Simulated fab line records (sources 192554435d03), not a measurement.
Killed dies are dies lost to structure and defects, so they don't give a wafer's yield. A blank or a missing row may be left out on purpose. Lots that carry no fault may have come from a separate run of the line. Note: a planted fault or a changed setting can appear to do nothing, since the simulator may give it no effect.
Lot-split experiment | flow n5Finfet | route with 1938 steps; 7 lots, 39 wafers read

## THE SPLIT
At N5_ZERO_LAYER_DEVELOP_10 (develop time 60 s), the setting developTimeS was moved away from the recipe's 60 s on 15 of the 39 wafers read, by -36.2% to +51.6%. This setting was run at the recipe's value on the other wafers.

## THE PATH FROM SPLIT TO READING: the file shows 1 step between them
- N5_ZERO_LAYER_HARDBAKE_23: time 120 s

## THE READING
cdNm, in nm, at N5_ZERO_LAYER_CD_MEAS_11 (target cd 2000 nm). Fault-free wafers of this fab line usually give 2000.9 nm, standard deviation 1.6 nm.

wafer  | tool, chamber at the split | developTimeS as run, s | against the recipe | cdNm, nm | against lot-mates on the recipe
L075.1 | lithoTrack-04, 0           | 38.26                  | -36.2%             | 1990.6   | -11.6
L075.2 | lithoTrack-04, 0           | 60                     | recipe             | 2003.5   | -
L075.3 | lithoTrack-04, 0           | 38.26                  | -36.2%             | 1992.5   | -9.7
L075.4 | lithoTrack-04, 0           | 60                     | recipe             | 2001.1   | -
L075.5 | lithoTrack-04, 0           | 38.26                  | -36.2%             | 1991.3   | -10.9
L075.6 | lithoTrack-04, 0           | 60                     | recipe             | 2001.9   | -
L078.1 | lithoTrack-05, 0           | 60                     | recipe             | 1999.6   | -
L078.2 | lithoTrack-05, 0           | 60                     | recipe             | 1999.2   | -
L078.3 | lithoTrack-05, 0           | 60                     | recipe             | 1999.4   | -
L078.4 | lithoTrack-05, 0           | 60                     | recipe             | 2000.6   | -
L078.5 | lithoTrack-05, 0           | 60                     | recipe             | 1999.9   | -
L078.6 | lithoTrack-05, 0           | 60                     | recipe             | 1999.7   | -
L079.2 | lithoTrack-04, 0           | 60                     | recipe             | 2000.2   | -
L079.3 | lithoTrack-04, 0           | 60                     | recipe             | 2001.0   | -
L079.6 | lithoTrack-04, 0           | 60                     | recipe             | 2000.3   | -
L086.1 | lithoTrack-04, 0           | 60                     | recipe             | 1998.2   | -
L086.2 | lithoTrack-04, 0           | 80.48                  | +34.1%             | 2006.9   | +8.6
L086.3 | lithoTrack-04, 0           | 60                     | recipe             | 1999.0   | -
L086.4 | lithoTrack-04, 0           | 80.48                  | +34.1%             | 2004.7   | +6.4
L086.5 | lithoTrack-04, 0           | 60                     | recipe             | 1997.6   | -
L086.6 | lithoTrack-04, 0           | 80.48                  | +34.1%             | 2005.8   | +7.5
L092.1 | lithoTrack-01, 0           | 60                     | recipe             | 2001.3   | -
L092.2 | lithoTrack-01, 0           | 90.94                  | +51.6%             | 2012.5   | +11.6
L092.3 | lithoTrack-01, 0           | 60                     | recipe             | 2001.3   | -
L092.4 | lithoTrack-01, 0           | 60                     | recipe             | 2000.0   | -
L092.5 | lithoTrack-01, 0           | 90.94                  | +51.6%             | 2011.1   | +10.2
L092.6 | lithoTrack-01, 0           | 90.94                  | +51.6%             | 2012.0   | +11.1
L093.1 | lithoTrack-01, 0           | 41.96                  | -30.1%             | 1993.2   | -10.3
L093.2 | lithoTrack-01, 0           | 60                     | recipe             | 2003.3   | -
L093.3 | lithoTrack-01, 0           | 60                     | recipe             | 2005.0   | -
L093.4 | lithoTrack-01, 0           | 60                     | recipe             | 2002.3   | -
L093.5 | lithoTrack-01, 0           | 41.96                  | -30.1%             | 1993.2   | -10.3
L093.6 | lithoTrack-01, 0           | 41.96                  | -30.1%             | 1993.1   | -10.4
L095.1 | lithoTrack-04, 0           | 60                     | recipe             | 2002.0   | -
L095.2 | lithoTrack-04, 0           | 60                     | recipe             | 2001.3   | -
L095.3 | lithoTrack-04, 0           | 83.56                  | +39.3%             | 2005.4   | +4.6
L095.4 | lithoTrack-04, 0           | 83.56                  | +39.3%             | 2007.1   | +6.3
L095.5 | lithoTrack-04, 0           | 83.56                  | +39.3%             | 2008.1   | +7.3
L095.6 | lithoTrack-04, 0           | 60                     | recipe             | 1999.1   | -

THE FIT
A straight line over all 39 wafers: cdNm changes by +0.209 nm for each +1% of developTimeS; r = +0.95; the points scatter about the line by 1.7 nm.
The same after taking each lot's own level away (the mean of its wafers on the recipe; 39 wafers): +0.239 nm for each +1%; r = +0.97; scatter 1.5 nm.
The reading moves by 12 nm for the largest change in developTimeS, on that fit.
The lots' own levels span 1998.27 to 2003.53 nm, that is 3.3 times the standard deviation above.
In other words, the slope is changed by the lot-to-lot level; the two fits disagree.
Check: +11.5 nm against its lot-mates is what the line predicts for one of the wafers moved furthest among these (+51.6%) when that wafer is left out of the fit. Against them it came out at +11.6 nm.

## FILE'S OWN FIT
cdNm changes by +0.232 nm for each +1% of developTimeS, r = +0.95.
